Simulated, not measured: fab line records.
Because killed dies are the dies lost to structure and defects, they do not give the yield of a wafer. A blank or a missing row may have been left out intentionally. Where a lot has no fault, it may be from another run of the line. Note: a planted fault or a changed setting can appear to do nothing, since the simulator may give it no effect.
What tool caused it? -- flow nand_harc -- 12 lots, 36 wafers sampled, at 6 steps of a route of 1159

WHAT EACH GAUGE READ, for each wafer
NHARC_P_GATE_CD_MEAS_91: target cd 2000 nm. Usual: cd_nm at 2000.5 nm, with a standard deviation of 1.8.
lot,measured,on,cd_nm (nm),flag
L383,day 5 21:14,cd_sem-03,2000.8 2000.4 2000.9,
L382,day 5 22:30,cd_sem-03,1998.5 1998.1 2000.8,
L385,day 6 18:38,cd_sem-03,1998.5 1998.4 1999.6,
L386,day 7 00:18,cd_sem-02,1997.9 1997.7 1998.7,
L389,day 7 05:16,cd_sem-03,2001.9 2005.2 2001.6,
L388,day 7 05:46,cd_sem-03,2000.4 1999.5 2000.9,
L387,day 7 06:39,cd_sem-01,1999.8 2000.2 1999.8,
L391,day 8 00:21,cd_sem-03,2000.0 2000.9 2000.8,
L390,day 8 01:07,cd_sem-02,2002.0 2002.5 2006.0,
L394,day 8 15:50,cd_sem-02,2001.5 2000.6 2001.5,
L393,day 8 16:13,cd_sem-02,2138.9 2140.3 2136.1,OFF
L403,day 11 13:38,cd_sem-02,1998.3 1997.9 1997.9,

NHARC_END_SORT_01. Usual: killed_at_array 27, standard deviation 10; killed_at_other 0.6, standard deviation 0.83; killed_at_periphery 2.4, standard deviation 1.8; killed_dies 30, standard deviation 10; killed_open 3.3, standard deviation 1.7; killed_short 1.8, standard deviation 1.4.
lot,measured,on,killed_at_array,killed_at_other,killed_at_periphery,killed_dies,killed_open,killed_short,flag
L393,day 22 07:31,prober-02,28 24,0 0,5 3,33 27,5 1,4 0,

WHAT TOOL EACH LOT RAN ON (gives the tool, then ch and the chambers of the sampled wafers, and finally the start)
lot,NHARC_P_GATE_DESCUM_48,NHARC_P_GATE_STRIP_112,NHARC_P_GATE_EXPOSE_88,NHARC_P_GATE_RTA_80
L383,"rie_diel-12 ch 0,1,2, day 5 17:47","plasma_asher-02 ch 0,1, day 5 20:13","krf_scanner-02 ch 0, day 5 21:04","rtp_anneal-02 ch 0, day 5 23:43"
L382,"rie_diel-12 ch 0,1,2, day 5 19:13","plasma_asher-02 ch 0,1, day 5 21:16","krf_scanner-04 ch 0, day 5 22:20","rtp_anneal-01 ch 0, day 6 01:01"
L385,"rie_diel-12 ch 0,1,2, day 6 15:14","plasma_asher-01 ch 0,1, day 6 17:34","krf_scanner-04 ch 0, day 6 18:29","rtp_anneal-02 ch 0, day 6 21:18"
L386,"rie_diel-10 ch 0,2,3, day 6 20:56","plasma_asher-02 ch 0,1, day 6 23:11","krf_scanner-01 ch 0, day 7 00:09","rtp_anneal-02 ch 0, day 7 02:48"
L389,"rie_diel-13 ch 0,2,3, day 7 01:54","plasma_asher-01 ch 0,1, day 7 04:05","krf_scanner-04 ch 0, day 7 05:07","rtp_anneal-01 ch 0, day 7 07:47"
L388,"rie_diel-13 ch 0,1,3, day 7 02:28","plasma_asher-02 ch 1, day 7 04:35","krf_scanner-02 ch 0, day 7 05:37","rtp_anneal-01 ch 0, day 7 08:15"
L387,"rie_diel-12 ch 1,3, day 7 03:20","plasma_asher-02 ch 0,1, day 7 05:31","krf_scanner-01 ch 0, day 7 06:30","rtp_anneal-02 ch 0, day 7 09:11"
L391,"rie_diel-12 ch 0,2,3, day 7 21:18","plasma_asher-01 ch 0,1, day 7 23:17","krf_scanner-01 ch 0, day 8 00:11","rtp_anneal-02 ch 0, day 8 03:26"
L390,"rie_diel-12 ch 0,1,2, day 7 21:50","plasma_asher-02 ch 0,1, day 7 23:56","krf_scanner-02 ch 0, day 8 00:58","rtp_anneal-01 ch 0, day 8 03:44"
L394,"rie_diel-12 ch 0,2, day 8 12:29","plasma_asher-01 ch 0,1, day 8 14:38","krf_scanner-02 ch 0, day 8 15:40","rtp_anneal-02 ch 0, day 8 19:17"
L393,"rie_diel-12 ch 0,1,2, day 8 13:00","plasma_asher-01 ch 0,1, day 8 15:15","krf_scanner-02 ch 0, day 8 16:04","rtp_anneal-01 ch 0, day 8 20:09"
L403,"rie_diel-12 ch 1,2,3, day 11 10:27","plasma_asher-02 ch 0,1, day 11 12:32","krf_scanner-04 ch 0, day 11 13:29","rtp_anneal-01 ch 0, day 11 16:10"
- NHARC_P_GATE_DESCUM_48: chemistry O2, time 3 s.
- NHARC_P_GATE_STRIP_112: strips in N2/H2, time 200 s.
- NHARC_P_GATE_EXPOSE_88: exposes mask P HVN, target cd 2000 nm.
- NHARC_P_GATE_RTA_80: time 30 s.

WHAT THE TOOLS THEMSELVES READ (means of the sampled wafers that have a number; where no wafer has one, the mark that the record gives instead)
NHARC_P_GATE_DESCUM_48. Usual: drypump_motor_current_A 5.6 A, standard deviation 0.3; oes_product_au 0.997 a.u., standard deviation 0.016; rf_vpp_V 57.7 V, standard deviation 0.91; showerhead_plenum_p_Torr 1.90 Torr, standard deviation 0.077; throttle_valve_pct 11.311 %, standard deviation 0.0097.
lot,tool,drypump_motor_current_A (A),oes_product_au (a.u.),rf_vpp_V (V),showerhead_plenum_p_Torr (Torr),throttle_valve_pct (%),flag
L383,rie_diel-12,5.5,0.990,57.6,1.90,11.310,
L382,rie_diel-12,5.5,0.991,57.6,1.90,11.315,
L385,rie_diel-12,5.5,0.991,58.4,1.90,11.310,
L386,rie_diel-10,5.9,1.001,58.0,1.96,11.310,
L389,rie_diel-13,5.2,1.029,57.9,1.87,11.320,
L388,rie_diel-13,5.3,1.008,56.8,1.83,11.310,
L387,rie_diel-12,5.6,0.983,58.1,1.87,11.309,
L391,rie_diel-12,5.6,1.002,58.5,1.94,11.305,
L390,rie_diel-12,5.5,0.988,58.0,1.90,11.313,
L394,rie_diel-12,5.4,1.009,57.8,1.95,11.314,
L393,rie_diel-12,5.5,0.984,56.6,1.89,11.307,
L403,rie_diel-12,5.7,0.998,57.7,1.88,11.316,

NHARC_P_GATE_STRIP_112. Usual: drypump_motor_current_A 5.7 A, standard deviation 0.33; heater_power_w 89 W, standard deviation 7.2.
lot,tool,drypump_motor_current_A (A),heater_power_w (W),flag
L383,plasma_asher-02,5.8,87,
L382,plasma_asher-02,5.6,94,
L385,plasma_asher-01,5.6,84,
L386,plasma_asher-02,5.6,92,
L389,plasma_asher-01,5.6,85,
L388,plasma_asher-02,6.1,84,
L387,plasma_asher-02,5.8,88,
L391,plasma_asher-01,5.6,90,
L390,plasma_asher-02,5.8,88,
L394,plasma_asher-01,5.6,91,
L393,plasma_asher-01,5.6,89,
L403,plasma_asher-02,5.6,91,

NHARC_P_GATE_RTA_80. Usual: lamp_power_pct 2.047 %, standard deviation 0.021; lamp_zone_5_pct 2.047 %, standard deviation 0.021; wafer_temp_C_max 301.2, standard deviation 0.36.
lot,tool,lamp_power_pct (%),lamp_zone_5_pct (%),wafer_temp_C_max,flag
L383,rtp_anneal-02,2.024,2.025,301.0,
L382,rtp_anneal-01,2.065,2.067,301.2,
L385,rtp_anneal-02,2.025,2.025,300.9,
L386,rtp_anneal-02,2.026,2.026,300.8,
L389,rtp_anneal-01,2.066,2.066,301.8,
L388,rtp_anneal-01,2.066,2.067,301.5,
L387,rtp_anneal-02,2.030,2.030,300.8,
L391,rtp_anneal-02,2.025,2.025,300.7,
L390,rtp_anneal-01,2.065,2.066,301.6,
L394,rtp_anneal-02,2.028,2.029,300.9,
L393,rtp_anneal-01,2.066,2.067,301.5,
L403,rtp_anneal-01,2.074,2.075,301.5,

THE ANSWER, worked out from the rows above alone
Rule: a lot is off if the mean of its wafers that have a number lies more than 3 standard deviations from the usual mean. A lot without any number at a reading at which 4 lots or more have one is off too. Where the step has rows for the other lots, those lots are counted as sound. After the gauges, taken in route order, come the tools' own readings; for these a lot's mean is taken, as printed above. At the first step where some lot is off, the reading lying furthest off is the one used; lots without a number count as furthest.
Off: L393 (NHARC_P_GATE_CD_MEAS_91, cd_nm).
A tool fits if, at a process step before that reading, it ran every lot that is off, and no sound lot after the first of them. Those tools and the gauges at NHARC_P_GATE_CD_MEAS_91 are tried in the same way. This does not decide it: 2 tools fit, namely plasma_asher-01 at NHARC_P_GATE_STRIP_112 and krf_scanner-02 at NHARC_P_GATE_EXPOSE_88.

WHAT WAS PUT IN BY THE SIMULATOR
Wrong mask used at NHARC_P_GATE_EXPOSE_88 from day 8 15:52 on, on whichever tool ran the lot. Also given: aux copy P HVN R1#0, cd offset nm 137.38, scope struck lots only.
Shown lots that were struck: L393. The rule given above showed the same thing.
